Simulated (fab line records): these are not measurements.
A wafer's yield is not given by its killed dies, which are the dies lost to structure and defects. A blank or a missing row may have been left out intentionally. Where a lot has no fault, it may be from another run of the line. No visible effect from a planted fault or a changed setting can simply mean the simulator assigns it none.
A struck lot beside a sound one -- flow n5-finfet -- 38 out of 1938 route steps
Sound: these wafers, L807.2, L807.4, L807.5. Struck: wafers L825.1, L825.5, L825.6. The cause comes at the end.
Each step with rows lists, per side, the tool, then ch with its chambers, then its first start. Under that, the readings that differ: sound wafers -- struck wafers -- difference of the means -- sigmas: that difference in standard deviations of wafers without a fault.
alike: words and numbers the same on both sides, and readings whose means are apart by under 2 such deviations; not compared: readings that were withheld, readings missing a value for some wafer, numbers with overlapping values and no deviation given by the record, and bounds like >300 which may hide the same value.
The two part at a step that has a row with sigmas, a row that says differs or no value, or rows on one side only. Numbers that don't overlap but have no deviation are shown without sigmas and don't part them. A reading that every wafer of one side lacks parts them only if that side has two wafers or more.

first, 9 steps without rows for these wafers: N5_BEOL_M1_ANNEAL_95 (time 240 s); N5_BEOL_M1_SPUTTER_96 (material Cu, target thk 4.5 nm, time 8.29 s); N5_BEOL_M1_ECD_50 (material Cu, target thk 300 nm); N5_BEOL_M1_ANNEAL_51 (time 90 s); N5_BEOL_M1_CMP_52 (polishes, stops on SiOC, t overpolish 6.8 s, target thk 40 nm); N5_BEOL_M1_PRE_CLEAN_60 (time 15 s); N5_BEOL_M1_CO_CAP_55 (material Co, precursor CCTBA/H2, target thk 2 nm, time 102.1 s); N5_BEOL_M1_PRE_CLEAN_56 (time 15 s); N5_BEOL_M1_DEP_57 (deposits SiCN from 3MS/NH3, target thk 8 nm, time 14 s).
N5_BEOL_M2_ILD_DEP_00: deposits SiOC from DEMS/O2, target thk 79 nm, time 15.3 s.
  sound on pecvd-04 ch 0,1,2, day 7 08:59; struck on pecvd-01 ch 0,1, day 12 14:04
  alike: heater-power-w, showerhead-plenum-p-Torr, throttle-valve-pct
N5_BEOL_M2_THK_MEAS_01:
  sound: film-metro-02 at day 7 09:02; struck: film-metro-02 at day 12 14:08
reading,sound,struck,difference,sigmas
M2_ILD_THK (nm),77.6 79.1 77.6,153.0 156.8 155.9,+77.1,+70
then, 24 steps without rows for these wafers: N5_BEOL_M2_PECVD_72 (deposits SiO2 from TEOS/O2, target thk 16 nm, time 18 s); N5_BEOL_M2_HM_DEP_02 (deposits TiN, target thk 20 nm); N5_BEOL_M2_COAT_61 (time 60 s, resist thk 60 nm); N5_BEOL_M2_COAT_62 (time 60 s, resist thk 12 nm); N5_BEOL_M2_COAT_73 (time 60 s, resist thk 5 nm); N5_BEOL_M2_COAT_05 (resist thk 30 nm); N5_BEOL_M2_EBR_07; N5_BEOL_M2_SOFTBAKE_06 (time 60 s); N5_BEOL_M2_EXPOSE_08 (exposes mask M2); N5_BEOL_M2_PEB_09 (peb time 60 s); N5_BEOL_M2_DEVELOP_10 (develop time 30 s); N5_BEOL_M2_DESCUM_16 (chemistry O2, time 7 s); N5_BEOL_M2_ETCH_74 (etches underlayer in N2/H2, target depth 6.5 nm, time 5.2 s); N5_BEOL_M2_ETCH_63 (etches SiARC in CF4, target depth 15.6 nm, time 26 s); N5_BEOL_M2_ETCH_64 (etches SOC in N2/H2, target depth 75 nm, overetch 22.5 nm, time 121.9 s); N5_BEOL_M2_STRIP_65 (strips in N2/H2); N5_BEOL_M2_STRIP_75 (strips in N2/H2); N5_BEOL_M2_STRIP_66 (strips in CF4); N5_BEOL_M2_HM_OPEN_17 (chemistry Cl2/BCl3, target TiN, target depth 20 nm, overetch 6 nm); N5_BEOL_M2_STRIP_19 (strips in O2); N5_BEOL_M2_COAT_67 (time 60 s, resist thk 60 nm); N5_BEOL_M2_COAT_68 (time 60 s, resist thk 12 nm); N5_BEOL_M2_COAT_76 (time 60 s, resist thk 5 nm); N5_BEOL_M2_COAT_22 (resist thk 30 nm).
N5_BEOL_M2_CMP_52: polishes, stops on SiOC, t overpolish 6.8 s, target thk 40 nm.
  sound on cmp-03 ch 1,3, day 8 15:47; struck on cmp-02 ch 0,2,3, day 12 22:49
reading,sound,struck,difference,sigmas
model.SiOC_of_BEOL_M2_ILD_DEP_00.thk-nm (nm),74.6 76.2 74.6,150.2 153.8 153,+77.2,
  alike: barrier-field-endpoint-s, motor-current-A, overpolish-run-s, time-to-endpoint-s
N5_BEOL_M4_RC_MEAS_101:
  the record has rows for the sound wafers here (prober-01 ch 0, day 10 06:14) and none for the struck ones
-- a jump in the record: the struck wafers' starts before and after are 8 days apart (it breaks off in module BEOL_M4 and resumes in module PASSIVATION, where the first step shown is number 1936 of the route) --
N5_PASSIVATION_PROBE_49:
  sound: prober-02 at day 14 19:58; struck: prober-01 at day 21 01:47
reading,sound,struck,difference,sigmas
defect-limited-yield (%),91.1 92.8 90.2,0 0 0,-91,-61
killed_at_M0_to_M3,48 25 46,1135 1121 1124,+1087,+99 or more
killed-dies,105 85 116,1180 1180 1180,+1078,+60
killed-on-rim,11 17 18,152 152 152,+137,+33
sort_bin_5_function (%),5.3 4.1 5.3,98.0 98.1 96.7,+92.7,+93
sort-n-pass,1075 1095 1064,0 0 0,-1078,-60
sort-yield-pct (%),91.1 92.8 90.2,0 0 0,-91,-61
  alike: killed_at_M4_up, killed-at-contacts, killed-at-front-end, killed-at-other, killed-open, killed-short, sort_bin_6_memory

== WHERE THEY PART ==
Earliest at N5_BEOL_M2_THK_MEAS_01; latest, in this record, at N5_PASSIVATION_PROBE_49.

WHY: what had been put in by the simulator
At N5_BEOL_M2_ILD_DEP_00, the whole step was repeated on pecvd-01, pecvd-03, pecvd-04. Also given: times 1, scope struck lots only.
